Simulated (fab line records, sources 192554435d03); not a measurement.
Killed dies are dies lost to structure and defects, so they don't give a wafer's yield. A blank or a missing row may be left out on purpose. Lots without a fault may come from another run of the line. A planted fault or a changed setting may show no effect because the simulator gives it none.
Chamber matching | flow n5_finfet | N5_BEOL_M10_PECVD_70 on pecvd-01: 3 sister chambers
The step deposits SiO2 from TEOS/O2, target thk 20 nm, time 22.7 s. 6 wafers are shown with their chamber, then 10 later ones without.

WAFERS WITH THEIR CHAMBER
wafer  | chamber | throttle_valve_pct (%) | showerhead_plenum_p_Torr (Torr)
L079.4 | 2       | 21.7                   | 8.71
L083.2 | 0       | 23.6                   | 8.79
L085.1 | 0       | 23.7                   | 8.79
L085.6 | 1       | 20.9                   | 8.64
L090.1 | 1       | 21.0                   | 8.62
L090.2 | 2       | 21.8                   | 8.71

WAFERS WITHOUT THEIR CHAMBER
wafer  | throttle_valve_pct (%) | showerhead_plenum_p_Torr (Torr)
L090.3 | 23.7                   | 8.79
L090.4 | 21.1                   | 8.63
L090.5 | 23.7                   | 8.81
L090.6 | 21.8                   | 8.72
L093.3 | 21.8                   | 8.71
L093.5 | 22.2                   | 8.69
L093.6 | 23.8                   | 8.77
L095.1 | 23.7                   | 8.80
L095.2 | 21.2                   | 8.63
L095.3 | 21.9                   | 8.70

WHICH CHAMBER EACH WENT THROUGH
wafer  | from the rows above | in truth
L090.3 | 0                   | 0
L090.4 | 1                   | 1
L090.5 | 0                   | 0
L090.6 | 2                   | 2
L093.3 | 2                   | 2
L093.5 | 2                   | 2
L093.6 | 0                   | 0
L095.1 | 0                   | 0
L095.2 | 1                   | 1
L095.3 | 2                   | 2
Placed correctly: 10 of 10. Can't be placed from these rows: 0. Placed wrongly: 0.
How it was worked out, from the rows above alone: a wafer's distance from a chamber is the root of the sum, over the readings, of the square of ((its reading less the chamber's mean) divided by the reading's scatter). The wafer belongs to the nearest chamber; if the next one is less than 2 further off, it can't be placed. A chamber's mean is the mean of its shown wafers. The scatter: the root of (the sum of the squares of (reading less its chamber's mean) over the shown wafers, divided by (wafers less chambers)).
